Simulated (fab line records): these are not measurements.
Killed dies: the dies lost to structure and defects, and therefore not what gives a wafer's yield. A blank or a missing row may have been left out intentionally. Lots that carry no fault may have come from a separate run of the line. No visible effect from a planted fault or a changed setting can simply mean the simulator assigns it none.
fab line records ; flow n5Finfet ; part 2 of 2: steps 5 to 6 of 6
record: lots: 22; wafers: 66; lastDay: 19
route steps=1938 shown BEOL_M8@1336 BEOL_M9@1417
lots that met no fault: taken from a fault-free run of the same line
startH: hours from the record's first day to the start of the lot's first wafer shown ; waitH: how many hours have passed since the lot's step before this one ; " identical to the entry in the row above ; L1.1+2: several wafers, shown together as one row ; - either no value or no given start ; * or withheld: withheld ; < > ~ a bound
route shown NAME@n: a module of which the file shows steps, and the number in the route of the first ; usual: mean and standard deviation over wafers with no fault ; same: alike in all rows ; chamber/n: place in a boat ; sites: the reading at each site ; _std_site: the values' standard deviation ; _edge_site: the outer-site mean with the inner-site mean subtracted ; radiusMm: how far each site lies from the wafer's centre ; mask NAME#n: copy n ; behind: tool/chamber where the wafer was last shaped ; hold: reason for holding the lot/hours on hold/outcome of the hold ; device: the transistor (n, p or np) that didn't switch ; end of line: at the end of the route, the tests of the same wafers ; step lacking rows: just its recipe ; killed: the dies lost at the first sort to structure and to defects; this is not the yield of the wafer ; map: shows each die of a wafer: x if killed, . if not, _ if none is there
set.NAME: the setting that was run; set.NAME@STEP: the one run at that earlier step ; model.NAME: the simulator's own value behind a step, which no gauge read
a sample of lots followed through the steps of the route, with each step as a table and each wafer as a row
services: when a tool's chamber went out of use (startH, in hours from the record's first day, below 0 if earlier), for how many hours, and the reason
== steps ==
step: N5_BEOL_M8_RS_MEAS_57
recipe: thkMeasGauge: four-point-probe; reads: Cu_of_BEOL_M8_ECD_50+Co_of_BEOL_M8_CVD_78+TaN_of_BEOL_M8_ALD_77
usual: M8_RS: 0.289/0.0078
lot.wafer;tool;chamber;startH;waitH;M8_RS[ohm/sq]
L074.3;filmMetro-02;-;241.54;0.1;0.296
L074.5;filmMetro-02;-;241.54;0.1;0.291
L074.6;filmMetro-02;-;241.54;0.1;0.293
L075.2;filmMetro-02;-;244.91;0.1;0.278
L075.3;filmMetro-02;-;244.91;0.1;0.299
L075.5;filmMetro-02;-;244.91;0.1;0.311
L076.1;filmMetro-02;-;245.89;0.3;0.291
L076.2;filmMetro-02;-;245.89;0.3;0.285
L076.6;filmMetro-02;-;245.89;0.3;0.291
L077.1;filmMetro-01;-;254.71;0.1;0.288
L077.2;filmMetro-01;-;254.71;0.1;0.293
L077.6;filmMetro-01;-;254.71;0.1;0.281
L078.1;filmMetro-01;-;261.54;0.1;0.286
L078.3;filmMetro-01;-;261.54;0.1;0.287
L078.4;filmMetro-01;-;261.54;0.1;0.304
L079.1;filmMetro-02;-;278.70;0.1;0.288
L079.3;filmMetro-02;-;278.70;0.1;0.293
L079.6;filmMetro-02;-;278.70;0.1;0.291
L081.1;filmMetro-01;-;280.51;0.1;0.296
L081.2;filmMetro-01;-;280.51;0.1;0.283
L081.5;filmMetro-01;-;280.51;0.1;0.302
L082.1;filmMetro-01;-;285.98;0.1;0.288
L082.2;filmMetro-01;-;285.98;0.1;0.281
L082.6;filmMetro-01;-;285.98;0.1;0.286
L083.1;filmMetro-01;-;289.49;0.1;0.296
L083.2;filmMetro-01;-;289.49;0.1;0.287
L083.3;filmMetro-01;-;289.49;0.1;0.285
L084.1;filmMetro-01;-;294.87;0.1;0.292
L084.5;filmMetro-01;-;294.87;0.1;0.293
L084.6;filmMetro-01;-;294.87;0.1;0.291
L087.2;filmMetro-01;-;307.08;0.1;0.287
L087.5;filmMetro-01;-;307.08;0.1;0.283
L087.6;filmMetro-01;-;307.08;0.1;0.300
L085.1;filmMetro-02;-;313.80;0.1;0.292
L085.3;filmMetro-02;-;313.80;0.1;0.291
L085.6;filmMetro-02;-;313.80;0.1;0.280
L086.1;filmMetro-02;-;318.23;0.1;0.291
L086.3;filmMetro-02;-;318.23;0.1;0.276
L086.5;filmMetro-02;-;318.23;0.1;0.295
L089.1;filmMetro-02;-;321.63;0.1;0.294
L089.3;filmMetro-02;-;321.63;0.1;0.282
L089.6;filmMetro-02;-;321.63;0.1;0.296
L091.1;filmMetro-02;-;328.89;0.1;0.280
L091.4;filmMetro-02;-;328.89;0.1;0.289
L091.6;filmMetro-02;-;328.89;0.1;0.294
L092.2;filmMetro-02;-;331.75;0.1;0.276
L092.3;filmMetro-02;-;331.75;0.1;0.278
L092.6;filmMetro-02;-;331.75;0.1;0.283
L090.1;filmMetro-01;-;344.31;0.1;0.293
L090.3;filmMetro-01;-;344.31;0.1;0.279
L090.5;filmMetro-01;-;344.31;0.1;0.283
L095.1;filmMetro-02;-;355.80;0.1;0.280
L095.4;filmMetro-02;-;355.80;0.1;0.280
L095.6;filmMetro-02;-;355.80;0.1;0.283
L093.1;filmMetro-01;-;357.56;0.1;0.299
L093.3;filmMetro-01;-;357.56;0.1;0.289
L093.5;filmMetro-01;-;357.56;0.1;0.297
L094.1;filmMetro-02;-;368.94;0.1;0.288
L094.2;filmMetro-02;-;368.94;0.1;0.288
L094.5;filmMetro-02;-;368.94;0.1;0.284
L097.1;filmMetro-02;-;389.94;0.1;0.299
L097.3;filmMetro-02;-;389.94;0.1;0.294
L097.6;filmMetro-02;-;389.94;0.1;0.294
L096.1;filmMetro-01;-;393.37;0.1;0.291
L096.3;filmMetro-01;-;393.37;0.1;0.276
L096.4;filmMetro-01;-;393.37;0.1;0.290
step: N5_BEOL_M9_DESCUM_16
recipe: chemistry: O2; timeS: 7.9; sourcePowerW: 50; biasPowerW: 20; pressureMtorr: 20; rfFrequencyHz: 2.712e+07; tempC: 40; resist: CAR-ArF; o2FlowSccm: 225
usual: biasPowerW: 20.00/0.057; drypumpMotorCurrentA: 5.8/0.5; oesProductAu: 0.76/0.073; rfVppV: 242.9/1.4; showerheadPlenumPTorr: 2.08/0.067; throttleValvePct: 20.51/0.29
lot.wafer;tool;chamber;startH;waitH;biasPowerW;drypumpMotorCurrentA;oesProductAu;rfHoursCounterH;rfVppV;showerheadPlenumPTorr;throttleValvePct
L074.3;rieDiel-01;3;245.28;0.5;20.03;6.2;0.73;188;244.4;2.18;20.29
L074.5;rieDiel-01;2;245.28;0.5;19.91;5.7;0.74;-;243.8;2.15;20.52
L074.6;rieDiel-01;3;245.28;0.5;20.03;6.2;0.73;-;245.9;2.18;20.28
L075.2;rieDiel-01;0;248.08;0.2;19.89;6.2;0.89;19;241.5;2.05;19.97
L075.3;rieDiel-01;3;248.08;0.2;19.98;6.2;0.73;189;245.1;2.18;20.29
L075.5;rieDiel-01;1;248.08;0.2;19.93;6.3;0.69;-;240.5;1.97;20.59
L076.1;rieDiel-04;2;248.13;0.0;20.04;5.3;0.91;16;241.4;2.05;20.23
L076.2;rieDiel-04;1;248.13;0.0;19.92;6.1;0.76;140;241.8;2.00;20.75
L076.6;rieDiel-04;2;248.13;0.0;19.97;5.2;0.91;-;243.1;2.05;20.23
L077.1;rieDiel-03;2;258.39;0.0;20.06;4.7;0.75;169;244.9;2.18;20.91
L077.2;rieDiel-03;1;258.39;0.0;20.10;6.1;0.72;216;245.6;2.17;20.72
L077.6;rieDiel-03;3;258.39;0.0;20.01;6.4;0.83;-;243.1;2.04;20.44
L078.1;rieDiel-04;3;264.69;0.0;20.02;6.0;0.73;194;242.3;2.06;20.52
L078.3;rieDiel-04;1;264.69;0.0;20.11;6.1;0.77;145;242.8;2.00;20.76
L078.4;rieDiel-04;2;264.69;0.0;20.00;5.2;0.91;20;241.7;2.05;20.21
L079.1;rieDiel-03;0;281.52;0.1;20.00;5.0;0.71;186;243.2;2.09;20.89
L079.3;rieDiel-03;2;281.52;0.1;20.07;4.7;0.74;177;245.3;2.18;20.91
L079.6;rieDiel-03;1;281.52;0.1;20.08;6.1;0.71;-;243.1;2.17;20.74
L081.1;rieDiel-03;2;284.01;0.1;19.91;4.7;0.75;178;245.2;2.18;20.92
L081.2;rieDiel-03;1;284.01;0.1;19.94;6.1;0.71;225;244.4;2.17;20.76
L081.5;rieDiel-03;3;284.01;0.1;20.00;6.4;0.81;-;241.9;2.03;20.45
L082.1;rieDiel-03;3;288.04;0.0;20.00;6.4;0.81;96;241.2;2.03;20.45
L082.2;rieDiel-03;1;288.04;0.0;20.08;6.1;0.70;226;244.8;2.17;20.75
L082.6;rieDiel-03;3;288.04;0.0;20.00;6.3;0.80;-;241.9;2.03;20.45
L083.1;rieDiel-01;0;291.53;0.0;19.92;6.1;0.87;32;241.9;2.05;19.99
L083.2;rieDiel-01;1;291.53;0.0;20.04;6.3;0.69;223;240.6;1.97;20.59
L083.3;rieDiel-01;2;291.53;0.0;19.94;5.7;0.73;199;243.9;2.14;20.55
L084.1;rieDiel-04;3;297.40;0.0;20.04;6.0;0.72;204;242.9;2.06;20.51
L084.5;rieDiel-04;2;297.40;0.0;20.03;5.2;0.88;-;242.6;2.05;20.24
L084.6;rieDiel-04;1;297.40;0.0;19.95;6.1;0.76;-;242.3;2.00;20.77
L087.2;rieDiel-04;2;309.39;0.0;19.90;5.3;0.88;33;242.9;2.05;20.25
L087.5;rieDiel-04;2;309.39;0.0;19.92;5.2;0.88;-;241.9;2.05;20.26
L087.6;rieDiel-04;1;309.39;0.0;19.93;6.1;0.76;-;242.0;2.00;20.78
L085.1;rieDiel-04;2;316.09;0.2;20.02;5.2;0.88;37;242.9;2.04;20.26
L085.3;rieDiel-04;1;316.09;0.2;20.07;6.1;0.75;162;242.8;1.99;20.77
L085.6;rieDiel-04;1;316.09;0.2;19.99;6.1;0.74;-;240.9;1.99;20.79
L086.1;rieDiel-01;2;320.37;0.1;19.91;5.7;0.73;209;245.3;2.14;20.57
L086.3;rieDiel-01;0;320.37;0.1;20.07;6.1;0.86;41;240.2;2.05;20.00
L086.5;rieDiel-01;0;320.37;0.1;20.07;6.1;0.86;-;242.0;2.04;20.00
L089.1;rieDiel-04;3;325.11;0.1;19.97;5.9;0.71;215;242.3;2.05;20.53
L089.3;rieDiel-04;2;325.11;0.1;19.98;5.3;0.87;41;242.6;2.04;20.24
L089.6;rieDiel-04;2;325.11;0.1;19.94;5.2;0.87;-;242.8;2.04;20.27
L091.1;rieDiel-01;2;331.01;0.0;20.04;5.7;0.72;212;244.5;2.14;20.57
L091.4;rieDiel-01;3;331.01;0.0;20.09;6.2;0.71;214;245.3;2.17;20.33
L091.6;rieDiel-01;3;331.01;0.0;19.95;6.2;0.71;-;244.4;2.17;20.33
L092.2;rieDiel-03;2;334.31;0.0;20.05;4.7;0.73;195;244.2;2.17;20.97
L092.3;rieDiel-03;3;334.31;0.0;19.97;6.4;0.80;112;242.7;2.03;20.49
L092.6;rieDiel-03;0;334.31;0.0;20.04;5.0;0.69;-;241.5;2.08;20.92
L090.1;rieDiel-03;3;346.28;0.0;19.93;6.4;0.79;117;241.7;2.03;20.49
L090.3;rieDiel-03;1;346.28;0.0;20.00;6.1;0.70;241;242.8;2.16;20.77
L090.5;rieDiel-03;3;346.28;0.0;20.00;6.4;0.79;-;243.0;2.03;20.50
L095.1;rieDiel-01;1;359.80;0.0;19.92;6.2;0.68;244;241.1;1.96;20.65
L095.4;rieDiel-01;2;359.80;0.0;20.06;5.7;0.71;221;244.5;2.14;20.56
L095.6;rieDiel-01;1;359.80;0.0;19.96;6.2;0.67;-;242.0;1.96;20.64
L093.1;rieDiel-04;2;360.62;0.0;19.99;5.2;0.84;53;243.5;2.04;20.30
L093.3;rieDiel-04;0;360.62;0.0;19.91;5.9;0.98;6;243.7;2.14;19.80
L093.5;rieDiel-04;2;360.62;0.0;19.94;5.2;0.84;-;241.9;2.04;20.29
L094.1;rieDiel-04;1;373.82;0.0;20.03;6.1;0.73;178;242.8;1.99;20.81
L094.2;rieDiel-04;0;373.82;0.0;19.95;5.9;0.97;9;245.2;2.14;19.80
L094.5;rieDiel-04;1;373.82;0.0;20.06;6.1;0.73;-;242.0;1.99;20.81
L097.1;rieDiel-04;1;391.86;0.0;19.92;6.0;0.73;183;242.6;1.99;20.81
L097.3;rieDiel-04;2;391.86;0.0;19.94;5.2;0.83;62;243.2;2.03;20.30
L097.6;rieDiel-04;2;391.86;0.0;20.00;5.2;0.85;-;242.4;2.04;20.29
L096.1;rieDiel-01;2;395.67;0.4;20.11;5.7;0.71;234;243.5;2.13;20.59
L096.3;rieDiel-01;3;395.67;0.4;20.01;6.2;0.70;234;243.7;2.16;20.36
L096.4;rieDiel-01;3;395.67;0.4;20.01;6.2;0.71;-;244.6;2.16;20.35
== services ==
tool;chamber;startH;hours;kind
cmp-03;-;211.24;3.4;pm
rieDiel-02;2;212.97;7.8;repair
cmp-03;-;215.43;0.8;repair
cmp-03;-;216.23;10.9;pm
cmp-03;-;230.18;2.7;repair
cmp-01;-;232.11;4.0;pm
rieDiel-02;0;233.99;1.9;repair
cmp-03;-;240.72;4.0;pm
cmp-03;-;257.37;10.0;repair
rieDiel-02;2;274.60;2.7;repair
cmp-01;-;275.76;1.8;repair
rieDiel-05;2;276.14;-;clean
rieDiel-01;3;288.09;4.2;repair
cmp-04;-;314.51;2.5;repair
rieDiel-06;2;318.16;10.9;repair
cmp-01;-;331.94;3.6;pm
cmp-03;-;332.25;1.2;repair
rieDiel-02;0;359.18;8.3;repair
rieDiel-04;1;360.52;12.7;repair
rieDiel-01;0;369.92;15.6;repair
cmp-04;-;375.31;20.7;repair
cmp-03;-;379.25;3.6;repair
rieDiel-01;3;388.99;2.6;repair
cmp-01;-;392.00;1.8;repair
